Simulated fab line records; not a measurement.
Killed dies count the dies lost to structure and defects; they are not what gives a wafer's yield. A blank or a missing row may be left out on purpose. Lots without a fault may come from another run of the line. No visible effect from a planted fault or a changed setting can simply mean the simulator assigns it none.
Struck lot and sound lot, side by side :: flow nand-harc :: 37 out of 1159 route steps
Sound: wafers L754.1, L754.4, L754.5. Wafers L760.2, L760.4, L760.5 were the ones struck. The cause is given at the end.
Per side, at each step with rows, come the tool, then ch with its chambers, and then its first start. Under that, the readings that differ: sound wafers :: struck wafers :: difference of the means :: sigmas: that difference in standard deviations of wafers without a fault.
alike: readings with means less than 2 such deviations apart, plus words and numbers identical on both sides. not compared: withheld readings, readings lacking a value on some wafer, bounds such as >300 that could conceal the same value, and numbers that have no deviation in the record and whose values overlap.
Wherever a step has rows on one side only, a row that says differs or no value, or a row with sigmas, the two part there. When numbers do not overlap yet have no deviation, they are printed without sigmas and do not part them. A reading missing from all wafers of one side parts the sides only when that side holds two or more wafers.

NHARC_THIN_TSV_CD_MEAS_16:
  struck on cd-sem-03, day 20 22:46; sound on cd-sem-02, day 19 23:32
  alike: cd-nm
then, 2 steps without rows for these wafers: NHARC_THIN_TSV_STRIP_45 (strips in O2); NHARC_THIN_TSV_STRIP_46 (strips in post etch residue remover, time 1200 s).
NHARC_THIN_TSV_DEP_47: deposits SiO2, target thk 200 nm.
  sound on pecvd-01 ch 0,1, day 20 02:03; struck on pecvd-02 ch 1,2, day 20 23:44
  alike: throttle-valve-pct
then, 7 steps without rows for these wafers: NHARC_THIN_TSV_ETCHBACK_48 (etches the open film in C4F8/Ar, target depth 1028.5 nm, time 405.17 s); NHARC_THIN_TSV_STRIP_62 (strips in N2/H2, time 20 s); NHARC_THIN_TSV_DEGAS_49 (time 120 s); NHARC_THIN_TSV_PRE_CLEAN_50 (time 30 s); NHARC_THIN_TSV_PVD_19 (deposits TaN, target thk 20 nm); NHARC_THIN_TSV_PVD_51 (deposits Cu, target thk 100 nm); NHARC_THIN_TSV_ECD_20 (material Cu, target thk 2000 nm).
NHARC_THIN_TSV_ANNEAL_52: time 90 s.
  sound on rtp-anneal-02 ch 0, day 20 04:20; struck on rtp-anneal-01 ch 0, day 21 01:54
  alike: wafer_temp_C_max
NHARC_THIN_TSV_CMP_21: polishes, t overpolish 30 s, target thk 2000 nm.
  sound on cmp-01 ch 1,2,3, day 20 04:42; struck on cmp-01 ch 0,1,2, day 21 02:11
  no value came back on the struck wafers for edge-zone-pressure-frac, motor-current-A (A), overpolish-run-s (s); on the sound wafers edge-zone-pressure-frac reads 1.003 1.003 1.003
then, 13 steps without rows for these wafers: NHARC_THIN_TSV_SRD_23; NHARC_THIN_TSV_DEGAS_53 (time 60 s); NHARC_THIN_TSV_PRE_CLEAN_54 (time 30 s); NHARC_THIN_TSV_PVD_55 (deposits TiN, target thk 50 nm); NHARC_THIN_TSV_PVD_24 (deposits Al, target thk 800 nm); NHARC_THIN_TSV_DEHYDRATE_25 (time 120 s); NHARC_THIN_TSV_HMDS_26 (time 30 s); NHARC_THIN_TSV_COAT_27; NHARC_THIN_TSV_SOFTBAKE_28 (time 95 s); NHARC_THIN_TSV_EBR_29; NHARC_THIN_TSV_EXPOSE_30 (exposes mask PAD); NHARC_THIN_TSV_PEB_31 (peb time 85 s); NHARC_THIN_TSV_DEVELOP_32 (time 70 s).
NHARC_THIN_TSV_CD_MEAS_33 targets a cd of 5000 nm.
  sound on cd-sem-01 ch 0, day 20 06:17; struck on cd-sem-03 ch 0, day 21 03:56
  alike: cd-nm
then, 1 step without rows for these wafers: NHARC_THIN_TSV_HARDBAKE_34 (time 80 s).
NHARC_THIN_TSV_DESCUM_35: chemistry O2, time 3 s.
  sound on rie-diel-04 ch 1,3, day 20 06:28; struck on rie-diel-13 ch 0,2, day 21 04:05
  alike: drypump-motor-current-A, oes-product-au, rf-vpp-V, showerhead-plenum-p-Torr, throttle-valve-pct
  not compared: rf-hours-counter-h
then, 1 step without rows for these wafers: NHARC_THIN_TSV_ETCH_59 (etches the open film in Cl2/BCl3, target depth 880 nm, time 138.1 s).
NHARC_THIN_TSV_ETCH_36: etches the open film in Cl2/BCl3, target depth 65 nm, time 18.571 s.
  sound on rie-metal-03 ch 0, day 20 06:51; struck on rie-metal-03 ch 0,1, day 21 04:29
  alike: drypump-motor-current-A, oes-product-au
  not compared: rf-hours-counter-h
NHARC_THIN_TSV_STRIP_56: strips in O2.
  sound on plasma-asher-01 ch 0, day 20 06:56; struck on plasma-asher-02 ch 0,1, day 21 04:41
  alike: drypump-motor-current-A, heater-power-w
  not compared: rf-hours-counter-h
then, 1 step without rows for these wafers: NHARC_THIN_TSV_STRIP_57 (strips in post etch residue remover, time 1200 s).
NHARC_THIN_TSV_CD_MEAS_37:
  struck on cd-sem-02, day 21 05:29; sound on cd-sem-02, day 20 07:44
  alike: cd-nm
then, 1 step without rows for these wafers: NHARC_THIN_TSV_ANNEAL_58 (time 1800 s).
NHARC_THIN_TSV_INSPECT_40:
  struck on defect-inspect-01, day 21 08:16; sound on defect-inspect-01, day 20 11:33
reading: raw-defect-count
sound: 482 593 453
struck: 6515 6407 6290
difference: +5895
sigmas: +79
NHARC_END_SORT_01:
  at this point the record logs the struck wafers (prober-02 ch 0, day 21 12:10) and has no rows for the sound ones

== WHERE THEY PART ==
Last at NHARC_END_SORT_01 as far as this record goes, first at NHARC_THIN_TSV_CMP_21.

WHY: what the simulator had put in
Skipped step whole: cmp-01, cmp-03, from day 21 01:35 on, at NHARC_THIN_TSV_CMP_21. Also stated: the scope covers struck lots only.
